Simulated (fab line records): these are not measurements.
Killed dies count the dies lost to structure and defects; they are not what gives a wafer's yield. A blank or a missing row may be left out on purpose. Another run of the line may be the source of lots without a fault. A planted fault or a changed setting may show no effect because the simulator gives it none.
fab line records | flow nand-harc
[record] lots = 5 wafers = 15 last-day = 34
route steps=1302 shown THIN_TSV@1283 END@1301
lots that met no fault: from a run of the same line without faults
start-h: the number of hours between the record's first day and the start of the first shown wafer of the lot | wait-h: hours from the lot's prior step to this one | " same as the row above | L1.1+2: a row that stands for several wafers | - either no value or no given start | * or withheld: withheld | < > ~ a bound
route shown NAME@n: a module of which the file shows steps, and the number in the route of the first | usual: mean/standard deviation taken from wafers without a fault | same: alike in all rows | chamber/n: place in a boat | sites: each site's reading | _std_site: standard deviation of those values | _edge_site: the outer-site mean with the inner-site mean subtracted | radius-mm: for every site, how far away it sits from the centre of the wafer | mask NAME#n: copy n | behind: the most recent tool/chamber to have shaped the wafer | hold: the reason the lot was held/the length of the hold in hours/how it ended | device: the transistor (n, p or np) that didn't switch | end of line: tests run on the same wafers once the route is complete | a step without rows: its recipe alone | killed: dies that structure and defects cost at the first sort, which is not the same as the wafer's yield | map: dies across one wafer; x = killed, . = not, _ = none there
set.NAME: the setting the step ran with; set.NAME@STEP: the setting that earlier step ran with | model.NAME: the simulator's own value behind a step, which no gauge read
lots seen at some steps along the route; tables by step, rows by wafer
services: a tool's chamber out of use, with start hour (start-h, from the record's first day; less than 0 if before it), hours out, and reason
[[steps]]
[step NHARC_THIN_TSV_DEHYDRATE_25]
[recipe] temp-c = 150 time-s = 120
[usual] exhaust-pa = 45.3/0.95 resist-line-temp-C = 23.00/0.11
// columns lot.wafer tool chamber start-h wait-h exhaust-pa resist-line-temp-C
L082.2 litho-track-03 0 640.66 - 46.3 23.06
L082.3 " 0 " " 46.4 23.04
L082.4 " 0 " " 45.7 23.02
L088.2 litho-track-03 0 683.30 - 46.2 22.97
L088.3 " 0 " " 47.2 22.90
L088.5 " 0 " " 46.5 23.07
L089.1 litho-track-07 0 691.05 - 46.1 22.89
L089.4 " 0 " " 45.8 23.07
L089.5 " 0 " " 45.3 22.95
L093.1 litho-track-02 0 731.25 - 45.9 23.05
L093.3 " 0 " " 46.1 23.08
L093.6 " 0 " " 46.4 23.00
L096.2 litho-track-03 0 796.00 - 46.0 23.03
L096.4 " 0 " " 43.8 23.07
L096.5 " 0 " " 45.2 23.16
[step NHARC_THIN_TSV_HMDS_26]
[recipe] time-s = 30
[usual] exhaust-pa = 45.1/1 resist-line-temp-C = 23.00/0.1
// columns lot.wafer tool chamber start-h wait-h exhaust-pa resist-line-temp-C
L082.2 litho-track-03 0 - - 46.5 22.98
L082.3 " 0 " " 44.5 23.20
L082.4 " 0 " " 43.0 22.88
L088.2 litho-track-03 0 - - 44.5 23.03
L088.3 " 0 " " 44.1 23.02
L088.5 " 0 " " 44.1 22.97
L089.1 litho-track-07 0 - - 44.2 22.90
L089.4 " 0 " " 42.9 23.08
L089.5 " 0 " " 44.2 22.96
L093.1 litho-track-02 0 - - 46.5 23.01
L093.3 " 0 " " 47.7 22.95
L093.6 " 0 " " 45.8 23.06
L096.2 litho-track-03 0 - - 46.5 22.95
L096.4 " 0 " " 45.6 23.08
L096.5 " 0 " " 46.5 22.96
[step NHARC_THIN_TSV_COAT_27]
[recipe] spin-rpm = *
[usual] exhaust-pa = 45.2/0.82 resist-line-temp-C = 22.99/0.1
// columns lot.wafer tool chamber start-h wait-h exhaust-pa resist-line-temp-C
L082.2 litho-track-03 0 - - 45.0 23.02
L082.3 " 0 " " 43.8 23.04
L082.4 " 0 " " 44.9 22.99
L088.2 litho-track-03 0 - - 45.8 22.96
L088.3 " 0 " " 45.9 22.91
L088.5 " 0 " " 46.7 22.85
L089.1 litho-track-07 0 - - 45.4 23.16
L089.4 " 0 " " 44.4 23.04
L089.5 " 0 " " 45.0 23.03
L093.1 litho-track-02 0 - - 44.6 22.90
L093.3 " 0 " " 46.6 22.95
L093.6 " 0 " " 44.4 22.79
L096.2 litho-track-03 0 - - 46.7 22.87
L096.4 " 0 " " 44.6 22.86
L096.5 " 0 " " 44.4 22.86
[step NHARC_THIN_TSV_SOFTBAKE_28]
[recipe] temp-c = 122 time-s = 95
[usual] exhaust-pa = 45.0/0.96 resist-line-temp-C = 22.99/0.12
// columns lot.wafer tool chamber start-h wait-h exhaust-pa resist-line-temp-C
L082.2 litho-track-03 0 - - 43.9 22.96
L082.3 " 0 " " 44.7 23.00
L082.4 " 0 " " 45.5 22.81
L088.2 litho-track-03 0 - - 43.8 22.95
L088.3 " 0 " " 44.1 23.20
L088.5 " 0 " " 43.8 23.08
L089.1 litho-track-07 0 - - 44.5 23.19
L089.4 " 0 " " 44.2 23.02
L089.5 " 0 " " 45.8 23.00
L093.1 litho-track-02 0 - - 43.8 22.93
L093.3 " 0 " " 45.5 23.02
L093.6 " 0 " " 44.7 23.06
L096.2 litho-track-03 0 - - 45.4 22.98
L096.4 " 0 " " 45.4 22.91
L096.5 " 0 " " 45.2 22.98
[step NHARC_THIN_TSV_EBR_29]
[usual] exhaust-pa = 45.0/0.83 resist-line-temp-C = 22.99/0.11
// columns lot.wafer tool chamber start-h wait-h exhaust-pa resist-line-temp-C
L082.2 litho-track-03 0 - - 45.7 22.86
L082.3 " 0 " " 44.3 22.93
L082.4 " 0 " " 45.6 23.04
L088.2 litho-track-03 0 - - 44.1 22.94
L088.3 " 0 " " 45.6 22.79
L088.5 " 0 " " 45.5 22.89
L089.1 litho-track-07 0 - - 43.9 23.03
L089.4 " 0 " " 44.6 23.12
L089.5 " 0 " " 44.4 23.05
L093.1 litho-track-02 0 - - 45.3 23.01
L093.3 " 0 " " 45.2 22.94
L093.6 " 0 " " 45.3 22.85
L096.2 litho-track-03 0 - - 44.7 22.82
L096.4 " 0 " " 45.6 22.90
L096.5 " 0 " " 46.2 22.97
[step NHARC_THIN_TSV_EXPOSE_30]
[recipe] na = 0.55 dose-mj = 11.47 mask-id = PAD
[usual] focus-offset-nm = -0.1/0.49
// columns lot.wafer tool chamber start-h wait-h mask focus-offset-nm
L082.2 krf-scanner-04 0 640.81 - PAD#0 -0.3
L082.3 " 0 " " PAD#0 -0.1
L082.4 " 0 " " PAD#0 -0.4
L088.2 krf-scanner-03 0 683.45 - PAD#0 -0.6
L088.3 " 0 " " PAD#0 0.1
L088.5 " 0 " " PAD#0 -0.5
L089.1 krf-scanner-01 0 691.32 - PAD#0 0.2
L089.4 " 0 " " PAD#0 0.7
L089.5 " 0 " " PAD#0 0.6
L093.1 krf-scanner-01 0 731.52 - PAD#0 0.0
L093.3 " 0 " " PAD#0 0.3
L093.6 " 0 " " PAD#0 0.1
L096.2 krf-scanner-04 0 796.27 - PAD#0 0.0
L096.4 " 0 " " PAD#0 0.7
L096.5 " 0 " " PAD#0 0.0
[step NHARC_THIN_TSV_PEB_31]
[recipe] peb-temp-c = 118 peb-time-s = 85
[usual] exhaust-pa = 45.1/0.86 resist-line-temp-C = 23.02/0.11
// columns lot.wafer tool chamber start-h wait-h exhaust-pa resist-line-temp-C
L082.2 litho-track-02 0 640.88 0.1 46.4 23.00
L082.3 " 0 " " 44.3 22.73
L082.4 " 0 " " 45.9 22.99
L088.2 litho-track-02 0 683.51 0.1 44.1 23.02
L088.3 " 0 " " 45.0 23.14
L088.5 " 0 " " 43.9 23.08
L089.1 litho-track-02 0 691.39 0.1 45.1 22.92
L089.4 " 0 " " 44.1 22.95
L089.5 " 0 " " 43.9 23.00
L093.1 litho-track-03 0 731.59 0.1 43.7 22.98
L093.3 " 0 " " 44.4 23.04
L093.6 " 0 " " 44.1 23.07
L096.2 litho-track-07 0 796.34 0.1 45.6 22.99
L096.4 " 0 " " 46.0 22.75
L096.5 " 0 " " 45.5 22.91
[step NHARC_THIN_TSV_DEVELOP_32]
[recipe] time-s = 70
[usual] exhaust-pa = 44.8/0.87 resist-line-temp-C = 23.00/0.098
// columns lot.wafer tool chamber start-h wait-h exhaust-pa resist-line-temp-C
L082.2 litho-track-02 0 - - 43.5 23.11
L082.3 " 0 " " 44.9 23.08
L082.4 " 0 " " 43.9 23.12
L088.2 litho-track-02 0 - - 44.1 23.11
L088.3 " 0 " " 44.5 23.07
L088.5 " 0 " " 44.5 23.02
L089.1 litho-track-02 0 - - 44.3 22.92
L089.4 " 0 " " 44.7 22.98
L089.5 " 0 " " 44.1 23.15
L093.1 litho-track-03 0 - - 44.7 23.11
L093.3 " 0 " " 43.5 23.05
L093.6 " 0 " " 44.0 23.11
L096.2 litho-track-07 0 - - 43.4 22.86
L096.4 " 0 " " 43.3 22.98
L096.5 " 0 " " 44.3 22.71
[step NHARC_THIN_TSV_CD_MEAS_33]
[recipe] target-cd-nm = 5000 landing-energy-ev = 500
[usual] cd-nm = 4999.3/2.3
[same] landing-energy-ev = 500
// columns lot.wafer tool chamber start-h wait-h cd-nm
L082.2 cd-sem-01 0 640.97 - 4996.3
L082.3 " 0 " " 4998.0
L082.4 " 0 " " 4997.4
L088.2 cd-sem-03 0 683.60 - 4995.4
L088.3 " 0 " " 4995.3
L088.5 " 0 " " 4996.2
L089.1 cd-sem-03 0 691.49 - 4999.1
L089.4 " 0 " " 4995.5
L089.5 " 0 " " 4996.8
L093.1 cd-sem-01 0 731.68 - 5001.2
L093.3 " 0 " " 5001.7
L093.6 " 0 " " 5000.6
L096.2 cd-sem-03 0 796.43 - 4999.9
L096.4 " 0 " " 4998.7
L096.5 " 0 " " 4999.5
[step NHARC_THIN_TSV_HARDBAKE_34]
[recipe] temp-c = 125 time-s = 80
[usual] exhaust-pa = 45.0/0.83 resist-line-temp-C = 23.00/0.1
// columns lot.wafer tool chamber start-h wait-h exhaust-pa resist-line-temp-C
L082.2 litho-track-02 0 641.05 - 43.6 22.84
L082.3 " 0 " " 44.7 22.78
L082.4 " 0 " " 45.2 22.84
L088.2 litho-track-03 0 683.68 - 45.7 22.91
L088.3 " 0 " " 45.5 23.11
L088.5 " 0 " " 45.7 22.84
L089.1 litho-track-03 0 691.57 - 45.5 23.10
L089.4 " 0 " " 45.4 23.12
L089.5 " 0 " " 45.5 23.10
L093.1 litho-track-03 0 731.76 - 45.1 22.82
L093.3 " 0 " " 44.8 22.89
L093.6 " 0 " " 44.5 22.92
L096.2 litho-track-03 0 796.51 - 45.2 22.99
L096.4 " 0 " " 44.9 23.09
L096.5 " 0 " " 44.8 22.86
[step NHARC_THIN_TSV_DESCUM_35]
[recipe] time-s = 3 o2-flow-sccm = 200 ar-flow-sccm = 0 bias-power-w = 0 chemistry = O2
[usual] drypump-motor-current-A = 5.7/0.48 oes-product-au = 0.999/0.01 rf-vpp-V = 57.9/0.9 showerhead-plenum-p-Torr = 1.93/0.093 throttle-valve-pct = 11.311/0.0088
// columns lot.wafer tool chamber start-h wait-h drypump-motor-current-A oes-product-au rf-hours-counter-h rf-vpp-V showerhead-plenum-p-Torr throttle-valve-pct
L082.4 rie-diel-07 3 641.13 - 6.6 0.999 8.0 57.7 1.87 11.290
L082.3 " 1 " " 4.9 0.993 6.3 58.5 2.02 11.293
L082.2 " 2 " " 6.2 1.025 7.2 55.8 1.90 11.304
L088.2 rie-diel-03 1 683.76 - 6.2 1.025 2.8 56.3 1.86 11.314
L088.3 " 0 " " 5.9 0.999 3.2 57.9 1.92 11.315
L088.5 " 2 " " 6.0 1.006 - 57.6 1.96 11.302
L089.1 rie-diel-06 1 691.65 - 5.1 1.001 0.7 56.8 2.05 11.306
L089.4 " 3 " " 5.9 1.004 0.8 57.0 1.78 11.326
L089.5 " 1 " " 5.1 1.009 - 58.4 2.04 11.313
L093.1 rie-diel-07 3 731.84 - 6.6 0.982 3.3 55.9 1.87 11.312
L093.3 " 1 " " 4.9 0.987 3.5 58.9 2.02 11.307
L093.6 " 3 " " 6.6 0.995 - 56.8 1.87 11.311
L096.4 rie-diel-03 3 796.58 - 5.4 1.002 10.1 57.2 1.83 11.312
L096.2 " 1 " " 6.2 1.008 10.2 58.1 1.85 11.301
L096.5 " 0 " " 5.9 0.990 - 56.4 1.91 11.325
[step NHARC_THIN_TSV_ETCH_59]
[recipe] target-depth-a = 8800 icp-w = 900 bias-w = 100 Cl2_flow_sccm = 60 bcl3-flow-sccm = 30 time-s = 138.1 chemistry = Cl2/BCl3
[usual] drypump-motor-current-A = 5.8/0.38 oes-product-au = 0.997/0.0081 rf-fwd-power-W = 895.9/2.6 throttle-valve-pct = 22.265/0.0094
// columns lot.wafer tool chamber start-h wait-h drypump-motor-current-A oes-product-au rf-fwd-power-W rf-hours-counter-h throttle-valve-pct
L082.2 rie-metal-02 0 641.25 0.1 6.0 0.990 896.5 0.0 22.257
L082.3 " 0 " " 6.0 0.994 895.2 - 22.296
L082.4 " 1 " " 5.8 0.980 897.9 - 22.280
L088.2 rie-metal-03 1 683.89 0.1 6.5 0.990 897.2 2.9 22.270
L088.3 " 1 " " 6.4 1.001 897.5 - 22.269
L088.5 " 0 " " 5.4 0.990 893.7 - 22.261
L089.1 rie-metal-01 1 691.78 0.1 5.7 0.988 890.7 1.8 22.260
L089.4 " 1 " " 5.7 1.003 896.3 - 22.251
L089.5 " 1 " " 5.7 0.993 893.3 - 22.250
L093.1 rie-metal-03 0 731.99 0.1 5.4 0.985 891.3 0.8 22.246
L093.3 " 1 " " 6.4 0.995 894.8 - 22.275
L093.6 " 1 " " 6.4 1.001 894.8 - 22.255
L096.2 rie-metal-03 1 796.75 0.1 6.5 1.004 894.1 1.3 22.280
L096.4 " 1 " " 6.4 1.001 891.3 - 22.283
L096.5 " 0 " " 5.4 0.995 898.5 - 22.266
[step NHARC_THIN_TSV_ETCH_36]
[recipe] target-depth-a = 650 over-etch-frac = 0.3 time-s = 18.571 ion-energy-ev = 150 chemistry = Cl2/BCl3
[usual] drypump-motor-current-A = 5.8/0.38 oes-product-au = 0.995/0.0069
// columns lot.wafer tool chamber start-h wait-h drypump-motor-current-A oes-product-au rf-hours-counter-h
L082.2 rie-metal-02 0 641.52 0.2 6.1 0.995 0.2
L082.3 " 1 " " 5.8 0.990 -
L082.4 " 0 " " 6.1 0.993 -
L088.2 rie-metal-03 1 684.15 0.2 6.4 0.993 3.1
L088.3 " 1 " " 6.4 1.002 -
L088.5 " 1 " " 6.4 0.995 -
L089.1 rie-metal-01 1 692.04 0.2 5.7 0.981 1.9
L089.4 " 1 " " 5.7 0.992 -
L089.5 " 0 " " 5.5 0.993 -
L093.1 rie-metal-03 0 732.26 0.2 5.4 0.991 0.9
L093.3 " 0 " " 5.4 0.997 -
L093.6 " 0 " " 5.4 0.995 -
L096.2 rie-metal-03 0 796.97 0.2 5.4 1.002 1.4
L096.4 " 0 " " 5.4 1.010 -
L096.5 " 1 " " 6.4 1.000 -
[step NHARC_THIN_TSV_STRIP_56]
[recipe] power-w = 1500 temp-c = 250 chemistry = O2
[usual] drypump-motor-current-A = 5.6/0.51 heater-power-w = 338/33
// columns lot.wafer tool chamber start-h wait-h drypump-motor-current-A heater-power-w rf-hours-counter-h
L082.2 plasma-asher-01 1 641.61 0.1 4.7 402 20
L082.3 " 1 " " 4.7 411 -
L082.4 " 0 " " 5.8 327 -
L088.2 plasma-asher-02 0 684.24 0.1 6.1 340 13
L088.3 " 0 " " 6.1 340 -
L088.5 " 0 " " 6.1 340 -
L089.1 plasma-asher-02 0 692.18 0.1 6.1 336 16
L089.4 " 1 " " 5.5 322 -
L089.5 " 0 " " 6.1 341 -
L093.1 plasma-asher-01 1 732.40 0.1 4.7 395 5
L093.3 " 1 " " 4.7 386 -
L093.6 " 1 " " 4.7 396 -
L096.2 plasma-asher-02 1 797.11 0.1 5.5 328 1
L096.4 " 1 " " 5.5 331 -
L096.5 " 1 " " 5.5 328 -
[step NHARC_THIN_TSV_STRIP_57]
[recipe] time-s = 1200 temp-c = 72.5 chemistry = post-etch-residue-remover
// columns lot.wafer tool chamber start-h wait-h
L082.3+4+2 wet-bench-10 6,2,3 641.96 0.2
L088.5+3+2 wet-bench-10 6,7,2 684.60 0.1
L089.1+4+5 wet-bench-08 2,4,5 692.48 0.3
L093.3+1+6 wet-bench-08 2,6,7 732.70 0.2
L096.4+5+2 wet-bench-10 6,0,1 797.42 0.2
[step NHARC_THIN_TSV_CD_MEAS_37]
[usual] cd-nm = 4999.8/2.8
// columns lot.wafer tool chamber start-h wait-h cd-nm
L082.2 cd-sem-02 - 642.42 - 4995.1
L082.3 " - " " 5000.5
L082.4 " - " " 4997.9
L088.2 cd-sem-01 - 685.04 - 4994.0
L088.3 " - " " 4996.4
L088.5 " - " " 4996.3
L089.1 cd-sem-02 - 692.93 - 5000.4
L089.4 " - " " 4995.9
L089.5 " - " " 4999.8
L093.1 cd-sem-02 - 733.14 - 5001.9
L093.3 " - " " 5002.2
L093.6 " - " " 5002.1
L096.2 cd-sem-01 - 797.86 - 5001.2
L096.4 " - " " 4994.7
L096.5 " - " " 4998.4
[step NHARC_THIN_TSV_ANNEAL_58]
[recipe] temp-c = 400 time-s = 1800
[usual] tube_center_temp_C_max = 401.03/0.16
// columns lot.wafer tool chamber start-h wait-h tube_center_temp_C_max
L082.2 furnace-07 0 644.46 2.0 401.14
L082.3 " 0 " " 401.06
L082.4 " 0 " " 400.85
L088.2 furnace-07 0 688.25 3.2 400.98
L088.3 " 0 " " 400.92
L088.5 " 0 " " 400.93
L089.1 furnace-06 0 696.00 3.1 401.11
L089.4 " 0 " " 400.76
L089.5 " 0 " " 400.99
L093.1 furnace-07 0 735.03 1.9 401.06
L093.3 " 0 " " 401.02
L093.6 " 0 " " 400.87
L096.2 furnace-07 0 798.60 0.7 400.92
L096.4 " 0 " " 400.96
L096.5 " 0 " " 400.95
[step NHARC_THIN_TSV_INSPECT_40]
[usual] raw-defect-count = 578/90
// columns lot.wafer tool chamber start-h wait-h raw-defect-count
L082.2 defect-inspect-02 - 645.91 0.4 669
L082.3 " - " " 649
L082.4 " - " " 543
L088.2 defect-inspect-02 - 689.67 0.4 522
L088.3 " - " " 557
L088.5 " - " " 468
L089.1 defect-inspect-02 - 697.45 0.4 659
L089.4 " - " " 586
L089.5 " - " " 647
L093.1 defect-inspect-02 - 736.48 0.4 637
L093.3 " - " " 706
L093.6 " - " " 635
L096.2 defect-inspect-01 - 800.03 0.4 598
L096.4 " - " " 604
L096.5 " - " " 587
[step NHARC_END_WLT_00]
[usual] VT_DECK1_BOTTOM = 0.872/0.0084 VT_DECK1_BOTTOM_INNER = 0.872/0.0079 VT_DECK1_MEDIAN_NEAR_BOTTOM = 0.874/0.0081 VT_DECK1_MEDIAN_NEAR_BOTTOM_INNER = 0.874/0.0085 VT_DECK1_MIDDLE = 0.885/0.0074 VT_DECK1_MIDDLE_INNER = 0.885/0.0081 VT_DECK1_TOP = 0.897/0.0081 VT_DECK1_TOP_INNER = 0.897/0.0082 VT_DECK2_BOTTOM = 0.871/0.0084 VT_DECK2_BOTTOM_INNER = 0.870/0.0074 VT_DECK2_MEDIAN_NEAR_BOTTOM = 0.871/0.0077 VT_DECK2_MEDIAN_NEAR_BOTTOM_INNER = 0.871/0.0072 VT_DECK2_MIDDLE = 0.883/0.0071 VT_DECK2_MIDDLE_INNER = 0.883/0.0069 VT_DECK2_TOP = 0.895/0.007 VT_DECK2_TOP_INNER = 0.895/0.0079
// columns lot.wafer tool chamber start-h wait-h VT_DECK1_BOTTOM VT_DECK1_BOTTOM_INNER VT_DECK1_MEDIAN_NEAR_BOTTOM VT_DECK1_MEDIAN_NEAR_BOTTOM_INNER VT_DECK1_MIDDLE VT_DECK1_MIDDLE_INNER VT_DECK1_TOP VT_DECK1_TOP_INNER VT_DECK2_BOTTOM VT_DECK2_BOTTOM_INNER VT_DECK2_MEDIAN_NEAR_BOTTOM VT_DECK2_MEDIAN_NEAR_BOTTOM_INNER VT_DECK2_MIDDLE VT_DECK2_MIDDLE_INNER VT_DECK2_TOP VT_DECK2_TOP_INNER
L082.2 prober-01 - 646.45 0.5 0.874 0.874 0.884 0.880 0.882 0.890 0.905 0.906 0.854 0.855 0.855 0.850 0.869 0.867 0.882 0.886
L082.3 " - " " 0.866 0.875 0.869 0.879 0.886 0.887 0.904 0.898 0.866 0.859 0.872 0.864 0.881 0.875 0.883 0.892
L082.4 " - " " 0.868 0.870 0.867 0.883 0.888 0.889 0.897 0.899 0.857 0.854 0.856 0.859 0.873 0.879 0.894 0.887
L088.2 prober-01 - 690.22 0.5 0.854 0.861 0.863 0.859 0.871 0.879 0.883 0.883 0.880 0.877 0.870 0.876 0.889 0.888 0.902 0.900
L088.3 " - " " 0.848 0.852 0.864 0.854 0.869 0.872 0.886 0.881 0.869 0.875 0.867 0.881 0.890 0.884 0.899 0.888
L088.5 " - 691.73 2.1 0.860 0.856 0.862 0.859 0.875 0.869 0.892 0.878 0.881 0.880 0.879 0.872 0.887 0.884 0.894 0.902
L089.1 prober-02 - 697.51 0.1 0.864 0.860 0.862 0.864 0.871 0.870 0.886 0.892 0.850 0.869 0.864 0.866 0.888 0.883 0.901 0.894
L089.4 " - 699.00 1.5 0.863 0.863 0.856 0.854 0.873 0.867 0.878 0.884 0.875 0.879 0.880 0.876 0.885 0.882 0.897 0.891
L089.5 " - " " 0.857 0.861 0.868 0.856 0.870 0.871 0.891 0.885 0.871 0.868 0.872 0.867 0.879 0.884 0.899 0.896
L093.1 prober-01 - 736.53 0.0 0.875 0.877 0.879 0.868 0.878 0.886 0.897 0.896 0.866 0.871 0.876 0.871 0.890 0.882 0.895 0.904
L093.3 " - 737.54 1.1 0.873 0.872 0.871 0.878 0.876 0.883 0.896 0.901 0.873 0.872 0.876 0.870 0.883 0.883 0.890 0.893
L093.6 " - 739.07 2.6 0.868 0.861 0.878 0.870 0.876 0.882 0.900 0.902 0.873 0.870 0.870 0.873 0.882 0.880 0.889 0.897
L096.2 prober-02 - 800.59 0.6 0.868 0.872 0.865 0.876 0.885 0.878 0.901 0.887 0.872 0.870 0.871 0.870 0.889 0.876 0.898 0.900
L096.4 " - 801.59 1.6 0.871 0.872 0.871 0.874 0.882 0.890 0.895 0.895 0.868 0.865 0.872 0.871 0.882 0.887 0.894 0.895
L096.5 " - " " 0.875 0.863 0.874 0.868 0.883 0.873 0.885 0.888 0.867 0.866 0.873 0.861 0.881 0.882 0.893 0.900
[[services]]
// columns tool chamber start-h hours kind
litho-track-03 - 625.00 7.0 pm
rie-diel-03 1 625.97 15.1 repair
rie-metal-02 - 631.00 9.0 pm
rie-diel-03 - 635.36 9.0 pm
wet-bench-08 - 646.40 8.0 pm
rie-diel-07 - 648.22 9.0 pm
krf-scanner-01 - 656.02 4.0 pm
wet-bench-10 - 663.20 8.0 pm
rie-diel-03 2 676.14 6.2 repair
rie-diel-03 1 676.53 2.2 repair
plasma-asher-01 - 683.56 3.4 repair
rie-metal-03 - 696.00 9.0 pm
plasma-asher-01 - 696.22 9.0 pm
rie-diel-07 - 700.33 0.7 repair
rie-diel-03 2 713.09 6.3 repair
rie-diel-07 - 719.16 4.7 repair
krf-scanner-04 - 727.37 4.0 pm
rie-diel-07 2 729.95 4.1 repair
rie-metal-01 - 730.25 0.4 repair
rie-metal-02 0 743.80 6.5 repair
litho-track-02 - 752.00 7.0 pm
litho-track-07 - 776.00 7.0 pm
plasma-asher-02 - 780.15 9.0 pm
rie-metal-03 0 789.10 1.5 repair
[[key]]
fault none
